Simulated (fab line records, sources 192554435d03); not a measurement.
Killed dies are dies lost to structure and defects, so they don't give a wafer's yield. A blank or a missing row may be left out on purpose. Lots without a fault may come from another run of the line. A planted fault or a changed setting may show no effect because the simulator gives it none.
Split-lot experiment | flow n5_finfet | 7 lots, 21 wafers read, on a route of 1938 steps

THE SPLIT
At N5_MOL_CONTACT_COAG_ALD_27 (deposits SiOC, target thk 17 nm, pulse time 1.5 s, time 2720 s), the setting ald_cycles was moved away from the recipe's 340 on 4 of the 21 wafers read, by -13.2% to +5.0%. The other wafers ran this setting at the recipe's value.

The reading is taken at the split's own step.

THE READING
SiOC_of_MOL_CONTACT_COAG_ALD_27.thk_nm (the simulator's own value, which no gauge read), in nm, at N5_MOL_CONTACT_COAG_ALD_27 (deposits SiOC, target thk 17 nm, pulse time 1.5 s, time 2720 s). The file gives no usual value for it. The 17 wafers here that ran the recipe average 17.0 nm, standard deviation 0.085 nm.

wafer  | tool, chamber at the split | ald_cycles as run | against the recipe | SiOC_of_MOL_CONTACT_COAG_ALD_27.thk_nm, nm | against lot-mates on the recipe
L081.1 | ald_sin-01, 1              | 340               | recipe             | 17                                         | -
L081.5 | ald_sin-01, 1              | 340               | recipe             | 17                                         | -
L081.4 | ald_sin-01, 2              | 295               | -13.2%             | 14.8                                       | -2.2
L083.1 | ald_sin-02, 0,3            | 340               | recipe             | 17                                         | -
L083.5 | ald_sin-02, 0,3            | 340               | recipe             | 17                                         | -
L083.4 | ald_sin-02, 3              | 340               | recipe             | 17.2                                       | -
L084.1 | ald_sin-03, 2,0            | 340               | recipe             | 17                                         | -
L084.6 | ald_sin-03, 2,0            | 340               | recipe             | 17                                         | -
L084.3 | ald_sin-03, 1              | 340               | recipe             | 17.2                                       | -
L085.4 | ald_sin-03, 2              | 340               | recipe             | 17                                         | -
L085.5 | ald_sin-03, 3              | 357               | +5.0%              | 18                                         | +1.0
L085.6 | ald_sin-03, 2              | 357               | +5.0%              | 17.8                                       | +0.8
L086.2 | ald_sin-01, 0,2            | 340               | recipe             | 17.2                                       | -
L086.4 | ald_sin-01, 0,2            | 340               | recipe             | 17.2                                       | -
L086.6 | ald_sin-01, 1              | 340               | recipe             | 17                                         | -
L088.3 | ald_sin-03, 1,2            | 340               | recipe             | 17                                         | -
L088.4 | ald_sin-03, 1,2            | 340               | recipe             | 17                                         | -
L088.5 | ald_sin-03, 3              | 357               | +5.0%              | 17.8                                       | +0.8
L095.3 | ald_sin-03, 1,0,0          | 340               | recipe             | 17                                         | -
L095.4 | ald_sin-03, 1,0,0          | 340               | recipe             | 17                                         | -
L095.6 | ald_sin-03, 1,0,0          | 340               | recipe             | 17                                         | -
Where a row lists several chambers, the file gives one row for several wafers and doesn't say which wafer went through which chamber.

THE FIT
A straight line over all 21 wafers: SiOC_of_MOL_CONTACT_COAG_ALD_27.thk_nm changes by +0.168 nm for each +1% of ald_cycles; r = +0.99; the points scatter about the line by 0.089 nm.
The same after taking each lot's own level away (the mean of its wafers on the recipe; 21 wafers): +0.168 nm for each +1%; r = +0.99; scatter 0.076 nm.
On that fit, the largest move of ald_cycles shifts the reading by 2.2 nm.
The lots' own levels span 17.00 to 17.13 nm, that is 1.6 times the standard deviation above.
So the lot-to-lot level changes the slope little: the two slopes agree.
Check: with one of the wafers moved furthest among these (-13.2%) left out of the fit, the line predicts -2.29 nm for it against its lot-mates. It came out at -2.2 nm against them.

OTHER SPLITS ON THESE WAFERS
These wafers also went through other splits before the reading. Each is held against what the fit with the lots' levels taken away leaves over:
other split on the same wafers | wafers away from the commonest value | r with SiOC_of_MOL_CONTACT_COAG_ALD_27.thk_nm (lot level and that fit taken away)
N5_SD_EPI_N_PEB_07 peb_time_s  | 4                                    | -0.06
N5_SDB_COAT_03 spin_rpm        | 11                                   | -0.19
N5_HKMG_FIN_ETCH_55 bias_w     | 6                                    | +0.43
N5_HKMG_FIN_ETCH_58 source_w   | 6                                    | -0.18
N5_HKMG_FIN_ETCH_35 bias_w     | 8                                    | -0.14

THE FILE'S OWN FIT
SiOC_of_MOL_CONTACT_COAG_ALD_27.thk_nm changes by +0.167 nm for each +1% of ald_cycles, r = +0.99.
